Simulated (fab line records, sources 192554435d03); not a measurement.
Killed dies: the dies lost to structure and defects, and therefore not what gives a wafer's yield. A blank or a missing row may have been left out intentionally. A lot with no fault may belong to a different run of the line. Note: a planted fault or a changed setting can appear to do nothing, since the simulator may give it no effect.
fab line records ; flow n5Finfet
record lots=4; wafers=12; lastDay=19
route steps=1938 shown BEOL_M0@741 BEOL_M1@751 BEOL_M4@1111 PASSIVATION@1936
lots with no fault: from the same line, run without faults
startH: start of the lot's first displayed wafer, in hours after the record's first day ; waitH: hours from the lot's prior step to this one ; " repeats the value in the row above ; L1.1+2: a row that stands for several wafers ; - no value, or no start given ; * or withheld: withheld ; < > ~ a bound
route shown NAME@n: NAME is a module with steps in the file, n the number in the route of the first one ; usual: mean and standard deviation over wafers with no fault ; same: alike in all rows ; chamber/n: place in a boat ; sites: readings site by site ; _std_site: their standard deviation ; _edge_site: mean of outer sites minus mean of inner sites ; radiusMm: for every site, how far away it sits from the centre of the wafer ; mask NAME#n: copy n ; behind: the tool/chamber that last shaped the wafer ; hold: reason for holding the lot/hours on hold/outcome of the hold ; device: transistor that didn't switch, given as n, p or np ; end of line: the tests these same wafers got at the end of their route ; a step with no rows: only its recipe ; killed: dies lost to structure and defects at the first sort, not the wafer's yield ; map: dies across one wafer; x = killed, . = not, _ = none there
set.NAME: the setting the step ran with; set.NAME@STEP: the setting that earlier step ran with ; model.NAME: the simulator's own value behind a step, which no gauge read
lots seen at some steps along the route; tables by step, rows by wafer
services: a tool's chamber out of use, with start hour (startH, from the record's first day; less than 0 if before it), hours out, and reason
## steps
# step N5_BEOL_M0_ECD_118
# recipe material=Cu; targetThkA=3000
# step N5_BEOL_M0_ANNEAL_119
# recipe tempC=225; timeS=90; ambient=N2
# step N5_BEOL_M0_CMP_120
# recipe stopOn=SiOC; tOverpolishS=6.9; downForcePsi=1; platenRpm=50; clearingPlatenDownForcePsi=1.5; clearingPlatenRpm=50; postCmpClean=cuAlkaline; clearingPlatenPadVelocityMS=0.99484; padVelocityMS=0.99484
# step N5_BEOL_M0_PRE_CLEAN_131
# recipe gas=NH3/H2; timeS=15; tempC=*; rfPowerW=300
# step N5_BEOL_M0_CO_CAP_123
# recipe material=Co; targetThkA=20; tempC=200; precursor=CCTBA/H2; pressureTorr=30; timeS=102.1
# step N5_BEOL_M0_PRE_CLEAN_124
# recipe gas=NH3; timeS=15; tempC=withheld; rfPowerW=300
# step N5_BEOL_M0_DEP_125
# recipe material=SiCN; targetThkA=80; tempC=withheld; precursor=3MS/NH3; pressureTorr=3; rfW=202; timeS=14
# step N5_BEOL_M1_ILD_DEP_00
# recipe material=SiOC; targetThkA=790; tempC=350; precursor=DEMS/O2; pressureTorr=5; rfW=500; timeS=15.3
# step N5_BEOL_M1_PECVD_72
# recipe material=SiO2; targetThkA=160; tempC=400; precursor=TEOS/O2; pressureTorr=5.5; rfW=450; teosFlowSccm=53.8; gas=O2; flowSccm=3000; timeS=18
# usual chamberPressureTorr=5.499/0.011; heaterPowerOuterW=391/77; heaterPowerW=683/110; showerheadPlenumPTorr=8.76/0.06; throttleValvePct=22.0/1.1
lot.wafer;tool;chamber;startH;waitH;chamberPressureTorr;heaterPowerOuterW;heaterPowerW;showerheadPlenumPTorr;throttleValvePct
L641.2;pecvd-03;1;207.97;0.0;-;-;-;-;-
L641.3;pecvd-03;1;207.97;0.0;-;-;-;-;-
L641.6;pecvd-03;1;207.97;0.0;-;-;-;-;-
L643.1;pecvd-02;2;211.71;0.0;-;-;-;-;-
L643.3;pecvd-02;0;211.71;0.0;-;-;-;-;-
L643.5;pecvd-02;1;211.71;0.0;-;-;-;-;-
L647.3;pecvd-03;0;229.47;0.1;5.488;222;456;8.75;21.7
L647.4;pecvd-03;1;229.47;0.1;5.482;350;650;8.83;21.8
L647.6;pecvd-03;0;229.47;0.1;5.495;222;441;8.75;21.6
L652.1;pecvd-03;0;267.77;0.0;5.490;230;461;8.77;21.7
L652.2;pecvd-03;1;267.77;0.0;5.498;445;752;8.81;21.8
L652.6;pecvd-03;1;267.77;0.0;5.521;444;760;8.81;21.8
# step N5_BEOL_M1_HM_DEP_02
# recipe material=TiN; targetThkA=200; tempC=25; chamberPressurePa=0.49996
# step N5_BEOL_M1_COAT_61
# recipe resist=SOC; tempC=250; timeS=60; spinRpm=1500; resistThkNm=60
# step N5_BEOL_M1_COAT_62
# recipe resist=SiARC; tempC=220; timeS=60; spinRpm=1500; resistThkNm=12
# step N5_BEOL_M1_COAT_73
# recipe resist=underlayer; tempC=205; timeS=60; spinRpm=1500; resistThkNm=5
# step N5_BEOL_M1_COAT_05
# recipe resist=CAR-EUV; spinRpm=1500; resistThkNm=30
# step N5_BEOL_M1_EBR_07
# recipe solvent=PGMEA; ebrWidthMm=1.5
# step N5_BEOL_M1_SOFTBAKE_06
# recipe tempC=110; timeS=60; resist=CAR-EUV
# step N5_BEOL_M1_EXPOSE_08
# recipe maskId=M1; na=0.33; sourceShape=dipole; sigmaInner=0.369; sigmaOuter=0.767; polarization=unpolarized; doseMj=33
# step N5_BEOL_M1_PEB_09
# recipe pebTempC=100; pebTimeS=60; resist=CAR-EUV
# step N5_BEOL_M1_DEVELOP_10
# recipe developTimeS=30; developer=TMAH; resist=CAR-EUV; rinseLiquid=surfactantRinse; dry=airSpin; devTempC=23
# step N5_BEOL_M1_DESCUM_16
# recipe chemistry=O2; timeS=7; sourcePowerW=50; biasPowerW=20; pressureMtorr=20; rfFrequencyHz=2.712e+07; tempC=40; resist=CAR-EUV; o2FlowSccm=225
# step N5_BEOL_M1_ETCH_74
# recipe chemistry=N2/H2; target=underlayer; targetDepthA=65; maskMaterial=CAR-EUV; timeS=5.2; ionEnergyEv=200; pressureMtorr=30; sourceW=840; biasW=150; n2FlowSccm=200; h2FlowSccm=200; ends=cleared
# step N5_BEOL_M1_ETCH_63
# recipe chemistry=CF4; target=SiARC; targetDepthA=156; maskMaterial=CAR-EUV; timeS=26; ionEnergyEv=80; pressureMtorr=40; sourceW=545; biasW=36; Ar_flow_sccm=100; cf4FlowSccm=100; ends=cleared
# step N5_BEOL_M1_ETCH_64
# recipe chemistry=N2/H2; target=SOC; targetDepthA=750; overetchA=150; maskMaterial=SiARC; tempC=40; timeS=112.5; ionEnergyEv=200; pressureMtorr=30; sourceW=840; biasW=150; n2FlowSccm=200; h2FlowSccm=200
# step N5_BEOL_M1_STRIP_65
# recipe chemistry=N2/H2; tempC=40; n2FlowSccm=200; h2FlowSccm=200; rfFrequencyHz=6e+07
# step N5_BEOL_M1_STRIP_75
# recipe chemistry=N2/H2; tempC=40; n2FlowSccm=200; h2FlowSccm=200; rfFrequencyHz=6e+07
# step N5_BEOL_M1_STRIP_66
# recipe chemistry=CF4; resist=SiARC; powerW=300; biasPowerW=75; pressureMtorr=50; cf4FlowSccm=150; rfFrequencyHz=6e+07
# step N5_BEOL_M1_HM_OPEN_17
# recipe chemistry=Cl2/BCl3; targetDepthA=200; overetchA=60; target=TiN; maskMaterial=SOC; ionEnergyEv=150; pressureMtorr=10; icpW=1000; biasW=126; Cl2_flow_sccm=53.25; bcl3FlowSccm=21.75; Ar_flow_sccm=25
# step N5_BEOL_M1_STRIP_19
# recipe chemistry=O2; powerW=400; tempC=40; pressureMtorr=30; rfFrequencyHz=6e+07; biasPowerW=0; overashFraction=0.2; o2FlowSccm=225
# step N5_BEOL_M1_COAT_67
# recipe resist=SOC; tempC=250; timeS=60; spinRpm=1500; resistThkNm=60
# step N5_BEOL_M1_COAT_68
# recipe resist=SiARC; tempC=220; timeS=60; spinRpm=1500; resistThkNm=12
# step N5_BEOL_M1_COAT_76
# recipe resist=underlayer; tempC=205; timeS=60; spinRpm=1500; resistThkNm=5
# step N5_BEOL_M1_COAT_22
# recipe resist=CAR-EUV; spinRpm=1500; resistThkNm=30
# step N5_BEOL_M1_EBR_24
# recipe solvent=PGMEA; ebrWidthMm=1.5
# step N5_BEOL_M1_SOFTBAKE_23
# recipe tempC=110; timeS=60; resist=CAR-EUV
# step N5_BEOL_M4_RC_MEAS_101
# usual CHAIN_V0=240/8.7; CHAIN_V0_max_site=250/9.3; DIBL_N=36.1/1.4; DIBL_P=36.3/1.4; IOFF_N=0.154/0.021; IOFF_P=0.21/0.032; ION_N=670/8.1; ION_P=461/7; SS_N=71.4/0.49; SS_P=73.3/0.5; VT_N=250.4/2.6; VT_P=-250/3.7
lot.wafer;tool;chamber;startH;waitH;CHAIN_V0[ohm/link];CHAIN_V0_max_site[ohm/link];DIBL_N[mV/V];DIBL_P[mV/V];IOFF_N[nA/um];IOFF_P[nA/um];ION_N[uA/um];ION_P[uA/um];SS_N[mV/dec];SS_P[mV/dec];VT_N[mV];VT_P[mV]
L643.1;prober-02;0;271.42;0.0;199;205;35.6;36.6;0.154;0.22;686;469;72.2;73.0;248.0;-248
L643.3;prober-02;0;271.42;0.0;206;221;35.3;36.4;0.163;0.21;673;465;72.3;73.8;248.3;-248
L643.5;prober-02;0;271.42;0.0;205;214;36.0;36.9;0.163;0.22;676;459;71.8;73.4;249.3;-249
L641.2;prober-02;0;279.66;0.2;214;226;37.3;35.5;0.158;0.24;658;461;71.6;73.9;248.5;-245
L641.3;prober-02;0;279.66;0.2;214;229;37.2;35.8;0.165;0.25;666;463;71.4;72.7;249.6;-247
L641.6;prober-02;0;279.66;0.2;224;238;37.6;36.4;0.164;0.26;662;466;71.9;72.4;249.2;-242
L647.3;prober-01;0;306.01;0.3;231;243;37.2;37.5;0.169;0.22;669;452;72.1;73.4;249.0;-249
L647.4;prober-01;0;306.01;0.3;237;247;37.9;37.6;0.183;0.22;681;462;72.2;73.5;248.4;-248
L647.6;prober-01;0;306.01;0.3;247;254;36.4;35.8;0.154;0.19;671;457;71.9;73.7;248.9;-250
L652.1;prober-02;0;340.64;0.0;236;240;35.1;35.9;0.127;0.17;662;463;71.2;72.4;255.7;-255
L652.2;prober-02;0;340.64;0.0;258;269;36.0;36.3;0.132;0.18;662;454;71.6;72.7;256.2;-256
L652.6;prober-02;0;340.64;0.0;235;246;37.6;38.2;0.161;0.21;677;463;72.0;72.6;249.5;-250
# sites CHAIN_V0 radiusMm=0,75,75,75,75,140,140,140,140
L643.1 201 203 204 196 205 190 191 192 199
L641.2 214 215 219 216 226 208 195 202 202
L647.3 243 231 232 231 236 224 232 226 229
L652.1 236 236 240 238 237 233 231 233 231
# step N5_PASSIVATION_PROBE_49
# usual defectLimitedYield=91.0/1.6; killed_at_M0_to_M3=35/11; killed_at_M4_up=14/5.1; killedAtContacts=12/6.6; killedAtFrontEnd=41/12; killedAtOther=4/3; killedDies=107/19; killedOpen=70/15; killedShort=35/8.5; sort_bin_5_function=5.3/1; sort_bin_6_memory=3.4/0.73; sortNPass=1073/19; sortYieldPct=91.0/1.6
# same grossDies=1180; killedAtBackSide=0; sort_bin_4_leakage[%]=0; sort_bin_8_speed[%]=0
lot.wafer;tool;chamber;startH;waitH;defectLimitedYield[%];killed_at_M0_to_M3;killed_at_M4_up;killedAtContacts;killedAtFrontEnd;killedAtOther;killedDies;killedOpen;killedShort;sort_bin_5_function[%];sort_bin_6_memory[%];sortNPass;sortYieldPct[%]
L643.1;prober-02;-;380.10;0.0;61.4;389;22;6;35;4;456;60;42;34.8;3.3;724;61.4
L643.3;prober-02;-;380.20;0.1;64.7;365;12;9;26;4;416;44;33;32.3;2.6;764;64.7
L643.5;prober-02;-;380.30;0.2;63.0;357;18;7;52;3;437;69;35;33.1;3.1;743;63.0
L641.2;prober-01;-;388.53;0.1;61.9;364;22;10;46;8;450;72;40;34.4;3.0;730;61.9
L641.3;prober-01;-;388.58;0.1;59.7;368;24;25;58;0;475;99;53;35.2;4.5;705;59.7
L641.6;prober-01;-;388.73;0.3;62.9;353;17;7;60;1;438;87;38;32.6;3.9;742;62.9
# killed by level:class
L643.1 BEOL_M1:areaPecvd=351 BEOL_M0_SAQP:geometricParticle:short=13 BEOL_M0_SAQP:geometricParticle:open=12 BEOL_M4:geometricParticle:open=11 BEOL_M3:geometricParticle:open=8 FIN_SAQP:geometricParticle:short=7 STARTING-WAFER:geometricParticle:short=6 GATE_CUT:geometricParticle:short=5
L643.3 BEOL_M1:areaPecvd=336 BEOL_M0_SAQP:geometricParticle:open=9 BEOL_M0_SAQP:geometricParticle:short=7 BEOL_M3:geometricParticle:open=6 FIN_SAQP:geometricParticle:short=5 MOL_CONTACT_COAG:geometricParticle:open=5 DUMMY_GATE:geometricParticle:open=4 GATE_CUT:geometricParticle:short=4
L643.5 BEOL_M1:areaPecvd=329 FIN_SAQP:geometricParticle:open=13 FIN_SAQP:geometricParticle:short=10 BEOL_M3:geometricParticle:open=9 BEOL_M4:geometricParticle:open=9 STI_FIN_REVEAL:geometricParticle:open=7 MOL_CONTACT_COAG:geometricParticle:open=6 STARTING-WAFER:geometricParticle:short=6
L641.2 BEOL_M1:areaPecvd=335 FIN_SAQP:geometricParticle:short=11 BEOL_M4:geometricParticle:open=9 FIN_SAQP:geometricParticle:open=8 MOL_CONTACT_COAG:geometricParticle:open=8 BEOL_M0_SAQP:geometricParticle:short=7 BEOL_M0_SAQP:geometricParticle:open=7 BEOL_M2:geometricParticle:open=7
L641.3 BEOL_M1:areaPecvd=320 MOL_CONTACT_COAG:geometricParticle:open=21 STI_FIN_REVEAL:geometricParticle:open=15 BEOL_M0_SAQP:geometricParticle:short=12 BEOL_M3:geometricParticle:open=10 FIN_SAQP:geometricParticle:open=9 BEOL_M2:geometricParticle:open=9 BEOL_M4:geometricParticle:open=9
L641.6 BEOL_M1:areaPecvd=311 STI_FIN_REVEAL:geometricParticle:open=18 FIN_SAQP:geometricParticle:open=10 FIN_SAQP:geometricParticle:short=9 BEOL_M2:geometricParticle:open=9 BEOL_M3:geometricParticle:open=6 STARTING-WAFER:geometricParticle:open=6 BEOL_M1:geometricParticle:open=6
# map L641.3 (x killed, . not)
_________________..x...x.....________________
______________...x..xxx...x.x..._____________
___________..x...x.....x...........__________
__________............x.......x..x.._________
________x.......x.x.xx..xx..x..x.x.xxx_______
_______............x.x.x..x.........x..______
______.......x..xxx...x.xx..x.x........._____
_____.x.........x.....xxx.x.xx...x..xxxx.____
____..........xx..x....x.x.x.xxx...x...x..___
___..............x..x.xxxxxx.xxxxx.x...x...__
___.x.....x..x..x..xx.x..x..xxxxxx....x....__
__.......x.....xxxxxxx.xx.x.x.xxx.x.xx....x._
__x.xxx....xx....x.xxx..xx.xx.xxx..x.......x_
_........x..xx...x.x.x.xxxxxxxxxxxxxxx.x..x..
_...x.xx.x...x..xx..xxxxxxxxx...xxx.x.xx....x
_...x......xx.x..xxxxxxxxxx..xxxxxxx.x.....xx
_..x...x....x.xxx..xxx.x.x.xxxxx.xx.xxxxx....
_........xxxx.xxxxx...xxxxxxxxxx.xxxxxx..xxx.
_x...xx.......x...xx..xxx.xx.xxx.x..x.x..x...
_.x..........x...x.xxxxxxxx.xxxxxxx.x..x.....
_..x.x....x..x.xxx.xxxx..xx.xxxx.xxx..xxx..x.
__..xx..x..x.xxxx....xxxxxxx.xxxxxxx.xx....x_
__............xxx.xx..x.xxxxx.xx.xx.xx......_
___.......xxxxxx...xxxx.xxxxxxxx..xxx..x.x.__
___x.....x..xx..xx.xx.x.xx...xx...x...x...x__
____...............xx..x.xxx..xx.x.xxx....___
_____......x.....x..xxxxx.x...xx.xx.....x____
______......x..x..x...x....xxx.x.xx...x._____
_______............xx...xx..xxx.xxx..x.______
________..xx...xx....x....x..x.....x.x_______
__________......x.......x.x.x....xxx_________
___________x...x.xxx.x....xx..x...x__________
______________.........xx....x.._____________
_________________.......x...x________________
# map L643.1 (x killed, . not)
_________________.....xxx....________________
______________.x....x.....x....._____________
___________....xx.....x.x...xx.....__________
__________.......x.....x..xxx......._________
________.x........x....x.............._______
_______........x....x........x.........______
______..........xx.....xx...x.x........x_____
_____...xx..x.xxxx.xxx...x.xx............____
____...x...x.x..xxx.xxxxxx.xxxx.x.x.......___
___..x..xxxx...x.x.x..x.xxxx.x.x.xx........__
___....x...xx.xxxxxx.xxx.x.xx.xxx..........__
__.....xxxxxx.x.xx.xxxxxx.xx.x...x.xx......._
__.....x.xxxx.x..xxxxxx.xx.xxxxxx...x......._
_......xxxx.x.xxxxxxx.xxxx..xx...xx.........x
_......x.xxx..xxxxx..xxxxxxxxxxxx.x...x..x...
_.........x..x.xxxxxxxxxxxx.xxx..x.xx........
_...x.x..xxxx.xxx.xxxx.xxxxxxxxx.xxx.x.......
_........xxxxxxxxxx.xxxxxxxxx..x.xxx......x..
_..x.xxx..xxxxx...xxxxxx.xxxxxx.xxx..x...x...
_....x..x.xx..xxxxxxx.x.xx..xx.xx.xx..x......
_......xxxx.xxx.x..xxxxxxxxxxxxx.xxx.........
__x...xxxxx...xxxxx.xx.xxx.x...x.x...x.x..xx_
__........xx.x.xxxxxxxxxxxxxxxx.xx.xxx......_
___...x.x..xx...xxx.xxxx..xxx.x..x...x...x.__
___......xx......x..xxxxxx.xx............x.__
____..x...x.xxxxxx..xxx..x..x..x..........___
_____...xx.x.x..x...........xxx..x.......____
______.....x..x....x...xx.xxx..........._____
_______x...xx.........x................______
________x...x.x..x..............x....._______
__________.xx.....xx...x....x......._________
___________..xx.......x.......x....__________
______________........x.....x..x_____________
_________________.x.......x..________________
## services
tool;chamber;startH;hours;kind
pecvd-02;-;188.31;0.4;repair
pecvd-03;2;202.38;-;clean
pecvd-03;2;202.38;-;consumableReplace:showerhead
pecvd-03;2;202.38;29.0;scheduledDown
pecvd-03;2;202.38;29.0;ventCycle
pecvd-02;-;217.60;2.5;repair
pecvd-03;-;236.11;1.5;repair
pecvd-03;-;240.73;2.1;repair
pecvd-02;1;251.49;5.0;scheduledDown
## key
firstSign step=N5_BEOL_M1_PECVD_72; reading=toolRecord; direction=missing
effect step=N5_BEOL_M4_RC_MEAS_101; reading=CHAIN_V0; direction=down; sigmas=3.4; usual=240; struck=210
effect step=N5_BEOL_M4_RC_MEAS_101; reading=CHAIN_V0_max_site; direction=down; sigmas=3; usual=250; struck=222
effect step=N5_PASSIVATION_PROBE_49; reading=killed_at_M0_to_M3; direction=up; sigmas=29; usual=35; struck=366
moreKillsBornAt N5_BEOL_M1_PECVD_72@pecvd-02=1016; N5_BEOL_M1_PECVD_72@pecvd-03=966
metAt N5_BEOL_M1_PECVD_72
struckWafers L641.2,L641.3,L641.6,L643.1,L643.3,L643.5
fault kind=skippedStepWhole; tool=pecvd-02,pecvd-03; chamber=-; onsetH=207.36; steps=N5_BEOL_M1_PECVD_72; scope=struckLotsOnly
